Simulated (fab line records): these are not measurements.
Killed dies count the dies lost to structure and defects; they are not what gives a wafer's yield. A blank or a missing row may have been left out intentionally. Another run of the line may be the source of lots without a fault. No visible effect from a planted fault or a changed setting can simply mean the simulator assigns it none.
A struck lot beside a sound one / flow nand-harc / 15 out of 1302 route steps
Sound: the wafers L163.2, L163.4, L163.5. Wafers L181.2, L181.3, L181.4 were the ones struck. At the end, the cause is stated.
Per side, at each step with rows, come the tool, then ch with its chambers, and then its first start. Under that, the readings that differ: sound wafers / struck wafers / difference of the means / sigmas: that difference in standard deviations of wafers without a fault.
alike: readings whose means differ by less than 2 such deviations, and words and numbers that are the same on both sides. not compared: withheld readings, readings that some wafer has no value for, bounds like >300 that may hide the same value, and numbers for which the record gives no deviation and whose values overlap.
The two part at a step that has a row with sigmas, a row that says differs or no value, or rows on one side only. When numbers do not overlap yet have no deviation, they are printed without sigmas and do not part them. A reading that every wafer of one side lacks parts them only if that side has two wafers or more.

NHARC_P_CONTACT_INSPECT_14:
  struck on defect-inspect-01, day 14 00:58; sound on defect-inspect-01, day 6 08:42
  alike: raw-defect-count
then, 2 steps without rows for these wafers: NHARC_P_CONTACT_DESCUM_17 (chemistry O2, time 3 s); NHARC_P_CONTACT_ETCH_35 (etches the open film in CF4, target depth 39 nm, time 65 s).
NHARC_P_CONTACT_ETCH_36: etches the open film in N2/H2, target depth 260 nm, time 406.25 s.
  sound: rie-diel-07 ch 0,2; struck: rie-diel-07 ch 1,2,3
  alike: drypump-motor-current-A, oes-product-au, rf-vpp-V, showerhead-plenum-p-Torr, throttle-valve-pct
  not compared: rf-hours-counter-h
NHARC_P_CONTACT_ETCH_18: etches the open film in C4F8/O2/Ar, target depth 481 nm, time 240.5 s.
  sound: rie-diel-07 ch 2,3; struck: rie-diel-07 ch 0,1,3
  alike: oes-product-au, rf-vpp-V
  not compared: rf-hours-counter-h
then, 1 step without rows for these wafers: NHARC_P_CONTACT_STRIP_37 (strips in C4F8/O2/Ar).
NHARC_P_CONTACT_ETCH_31: etches the open film in CH3F/O2, target depth 30 nm, time 85.7 s.
  sound: rie-diel-07 ch 0,3; struck: rie-diel-07 ch 0,1,2
  alike: drypump-motor-current-A, oes-product-au, rf-vpp-V, showerhead-plenum-p-Torr, throttle-valve-pct
  not compared: rf-hours-counter-h
NHARC_P_CONTACT_CD_MEAS_19:
  struck on cd-sem-01, day 14 01:55; sound on cd-sem-03, day 6 09:38
  alike: cd-nm
then, 2 steps without rows for these wafers: NHARC_P_CONTACT_STRIP_28 (strips in O2); NHARC_P_CONTACT_STRIP_29 (strips in post etch residue remover, time 1200 s).
NHARC_P_CONTACT_DEGAS_38: time 60 s.
  struck on pvd-sputter-01, day 14 02:37; sound on pvd-sputter-02, day 6 10:20
  alike: heater-power-w
  not compared: susceptor-temp-C
then, 1 step without rows for these wafers: NHARC_P_CONTACT_PRE_CLEAN_39 (time 19.5 s).
NHARC_P_CONTACT_PVD_32: deposits Ti, target thk 5 nm, time 17.7 s.
  struck on pvd-sputter-01, day 14 03:00; sound on pvd-sputter-02, day 6 10:28
  alike: throttle-valve-pct
NHARC_P_CONTACT_ALD_22: deposits TiN, target thk 3 nm, pulse time 1 s, ald cycles 150.
  sound on ald-metal-04 ch 0,2,3, day 6 10:37; struck on ald-metal-04 ch 1,2,3, day 14 03:08
  alike: heater-power-w, precursor-pulse-height-rel, susceptor-temp-C
-- break in the record here, with 19 days between the starts of the struck wafers on either side (left off in module P_CONTACT, picked up again in module END, where the first step shown is number 1302 on the route) --
NHARC_END_SORT_01:
  sound on prober-02 ch 0, day 25 02:17; struck on prober-02 ch 0, day 33 04:56
reading=killed-at-other; sound=0 1 0; struck=4 5; difference=+4; sigmas=+4
  alike: killed-at-array, killed-at-periphery, killed-dies, killed-open, killed-short

WHERE THEY PART
NHARC_END_SORT_01 only, going by this record.

WHY: the cause the simulator had injected
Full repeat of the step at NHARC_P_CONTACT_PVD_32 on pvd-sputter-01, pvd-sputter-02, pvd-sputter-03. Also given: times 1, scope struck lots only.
